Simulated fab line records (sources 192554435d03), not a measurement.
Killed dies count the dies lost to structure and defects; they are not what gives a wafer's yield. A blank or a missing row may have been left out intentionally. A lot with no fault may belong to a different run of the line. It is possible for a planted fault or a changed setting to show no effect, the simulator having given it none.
Split-lot experiment :: flow n5_finfet :: 7 lots, 21 wafers read, on a route of 1938 steps

== THE SPLIT ITSELF ==
At N5_BEOL_M6_EXPOSE_08 (exposes mask M6), the setting dose_mj was moved away from the recipe's 68.25 on 12 of the 21 wafers read, by -5.9% to +4.3%. For the rest of the wafers, this setting stayed at what the recipe calls for.

== FROM THE SPLIT TO THE READING: what the file shows between them, 15 steps ==
- N5_BEOL_M6_PEB_09: peb time 60 s
- N5_BEOL_M6_DEVELOP_10: develop time 30 s
- N5_BEOL_M6_CD_MEAS_11: target cd 38.5 nm
- N5_BEOL_M6_DESCUM_16: chemistry O2, time 7.9 s
- N5_BEOL_M6_ETCH_61: etches SiARC in CF4, target depth 45.5 nm, time 75.8 s
- N5_BEOL_M6_ETCH_62: etches SOC in N2/H2, target depth 110 nm, overetch 22 nm, time 165 s (also split here: time_s)
- N5_BEOL_M6_STRIP_68: strips in N2/H2
- N5_BEOL_M6_STRIP_67: strips in CF4
- N5_BEOL_M6_HM_OPEN_17: chemistry Cl2/BCl3, target TiN, target depth 20 nm, overetch 6 nm
- N5_BEOL_M6_STRIP_19: strips in O2
- N5_BEOL_M6_CD_MEAS_18: pitch 80 nm, target cd 40 nm
- N5_BEOL_M6_COAT_63: time 60 s, resist thk 60 nm
- N5_BEOL_M6_COAT_64: time 60 s, resist thk 12 nm
- N5_BEOL_M6_PRECLEAN_42: cleans in residue remover, time 60 s
- N5_BEOL_M6_SRD_43: time 30 s

== THE READING ==
cd_nm, in nm, at N5_BEOL_M6_CD_MEAS_35 (target cd 40 nm, target cd y 28 nm). Fault-free wafers of this fab line usually give 40.1 nm, standard deviation 0.73 nm.

wafer: L077.1
tool, chamber at the split: arfi_scanner-01, 0
dose_mj as run: 64.53
against the recipe: -5.5%
cd_nm, nm: 37.6
against lot-mates on the recipe: -2.3

wafer: L077.2
tool, chamber at the split: arfi_scanner-01, 0
dose_mj as run: 64.53
against the recipe: -5.5%
cd_nm, nm: 37.9
against lot-mates on the recipe: -2.0

wafer: L077.3
tool, chamber at the split: arfi_scanner-01, 0
dose_mj as run: 68.25
against the recipe: recipe
cd_nm, nm: 39.9
against lot-mates on the recipe: -

wafer: L081.1
tool, chamber at the split: arfi_scanner-02, 0
dose_mj as run: 71.11
against the recipe: +4.2%
cd_nm, nm: 40.9
against lot-mates on the recipe: +1.5

wafer: L081.4
tool, chamber at the split: arfi_scanner-02, 0
dose_mj as run: 71.11
against the recipe: +4.2%
cd_nm, nm: 42.7
against lot-mates on the recipe: +3.3

wafer: L081.5
tool, chamber at the split: arfi_scanner-02, 0
dose_mj as run: 68.25
against the recipe: recipe
cd_nm, nm: 39.4
against lot-mates on the recipe: -

wafer: L084.4
tool, chamber at the split: arfi_scanner-02, 0
dose_mj as run: 68.25
against the recipe: recipe
cd_nm, nm: 39.7
against lot-mates on the recipe: -

wafer: L084.5
tool, chamber at the split: arfi_scanner-02, 0
dose_mj as run: 64.24
against the recipe: -5.9%
cd_nm, nm: 36.2
against lot-mates on the recipe: -3.5

wafer: L084.6
tool, chamber at the split: arfi_scanner-02, 0
dose_mj as run: 64.24
against the recipe: -5.9%
cd_nm, nm: 37.7
against lot-mates on the recipe: -2.0

wafer: L086.1
tool, chamber at the split: arfi_scanner-01, 0
dose_mj as run: 66.04
against the recipe: -3.2%
cd_nm, nm: 38.3
against lot-mates on the recipe: -1.2

wafer: L086.3
tool, chamber at the split: arfi_scanner-01, 0
dose_mj as run: 68.25
against the recipe: recipe
cd_nm, nm: 39.3
against lot-mates on the recipe: -

wafer: L086.5
tool, chamber at the split: arfi_scanner-01, 0
dose_mj as run: 68.25
against the recipe: recipe
cd_nm, nm: 39.7
against lot-mates on the recipe: -

wafer: L088.4
tool, chamber at the split: arfi_scanner-02, 0
dose_mj as run: 68.25
against the recipe: recipe
cd_nm, nm: 39.9
against lot-mates on the recipe: -

wafer: L088.5
tool, chamber at the split: arfi_scanner-02, 0
dose_mj as run: 71.16
against the recipe: +4.3%
cd_nm, nm: 42.8
against lot-mates on the recipe: +2.9

wafer: L088.6
tool, chamber at the split: arfi_scanner-02, 0
dose_mj as run: 71.16
against the recipe: +4.3%
cd_nm, nm: 43.3
against lot-mates on the recipe: +3.4

wafer: L091.1
tool, chamber at the split: arfi_scanner-03, 0
dose_mj as run: 68.25
against the recipe: recipe
cd_nm, nm: 40.4
against lot-mates on the recipe: -

wafer: L091.2
tool, chamber at the split: arfi_scanner-03, 0
dose_mj as run: 68.25
against the recipe: recipe
cd_nm, nm: 40.5
against lot-mates on the recipe: -

wafer: L091.5
tool, chamber at the split: arfi_scanner-03, 0
dose_mj as run: 68.25
against the recipe: recipe
cd_nm, nm: 40.4
against lot-mates on the recipe: -

wafer: L094.1
tool, chamber at the split: arfi_scanner-02, 0
dose_mj as run: 70.2
against the recipe: +2.9%
cd_nm, nm: 40.4
against lot-mates on the recipe: no lot-mate on the recipe

wafer: L094.3
tool, chamber at the split: arfi_scanner-02, 0
dose_mj as run: 70.2
against the recipe: +2.9%
cd_nm, nm: 40.7
against lot-mates on the recipe: no lot-mate on the recipe

wafer: L094.5
tool, chamber at the split: arfi_scanner-02, 0
dose_mj as run: 70.2
against the recipe: +2.9%
cd_nm, nm: 41.5
against lot-mates on the recipe: no lot-mate on the recipe

THE FIT
A straight line over all 21 wafers: cd_nm changes by +0.487 nm for each +1% of dose_mj; r = +0.93; the points scatter about the line by 0.67 nm.
The same after taking each lot's own level away (the mean of its wafers on the recipe; 18 wafers): +0.518 nm for each +1%; r = +0.96; scatter 0.56 nm.
On that fit, the largest move of dose_mj shifts the reading by 3 nm.
The span of the lots' own levels, 39.40 to 40.43 nm, comes to 1.4 times the standard deviation stated above.
Hence the lot-to-lot level has little effect on the slope; both slopes agree.
Check: -2.6 nm against its lot-mates is what the line predicts for one of the wafers moved furthest among these (-5.9%) when that wafer is left out of the fit. Against them it came out at -3.5 nm.

== OTHER SPLITS ON THESE WAFERS ==
Before the reading, these wafers also passed through other splits. Each is held against what the fit with the lots' levels taken away leaves over:
other split on the same wafers: N5_BEOL_M4_SPUTTER_96 time_s
wafers away from the commonest value: 8
r with cd_nm (lot level and that fit taken away): +0.03

other split on the same wafers: N5_BEOL_M6_ILD_DEP_00 time_s
wafers away from the commonest value: 9
r with cd_nm (lot level and that fit taken away): -0.16

other split on the same wafers: N5_BEOL_M6_ETCH_62 time_s
wafers away from the commonest value: 5
r with cd_nm (lot level and that fit taken away): +0.28

== THE WHOLE CHAIN: every reading that the file lists as answering this split, in the file's order ==
step: N5_BEOL_M6_CD_MEAS_11
what it does: target cd 38.5 nm
reading: cd_nm
change (the file's fit): +0.541 nm for each +1% of the setting
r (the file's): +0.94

step: N5_BEOL_M6_ETCH_61
what it does: etches SiARC in CF4, target depth 45.5 nm, time 75.8 s
reading: BEOL_M6.cd_offset_nm (the simulator's own value, which no gauge read)
change (the file's fit): +0.513 nm for each +1% of the setting
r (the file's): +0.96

step: N5_BEOL_M6_HM_OPEN_17
what it does: chemistry Cl2/BCl3, target TiN, target depth 20 nm, overetch 6 nm
reading: BEOL_M6.cd_offset_nm (the simulator's own value, which no gauge read)
change (the file's fit): +0.504 nm for each +1% of the setting
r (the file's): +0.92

step: N5_BEOL_M6_CD_MEAS_18
what it does: pitch 80 nm, target cd 40 nm
reading: cd_nm
change (the file's fit): +0.498 nm for each +1% of the setting
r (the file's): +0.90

step: N5_BEOL_M6_CD_MEAS_35
what it does: target cd 40 nm, target cd y 28 nm
reading: cd_nm
change (the file's fit): +0.497 nm for each +1% of the setting
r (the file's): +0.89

== THE FILE'S OWN FIT ==
cd_nm changes by +0.497 nm for each +1% of dose_mj, r = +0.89.
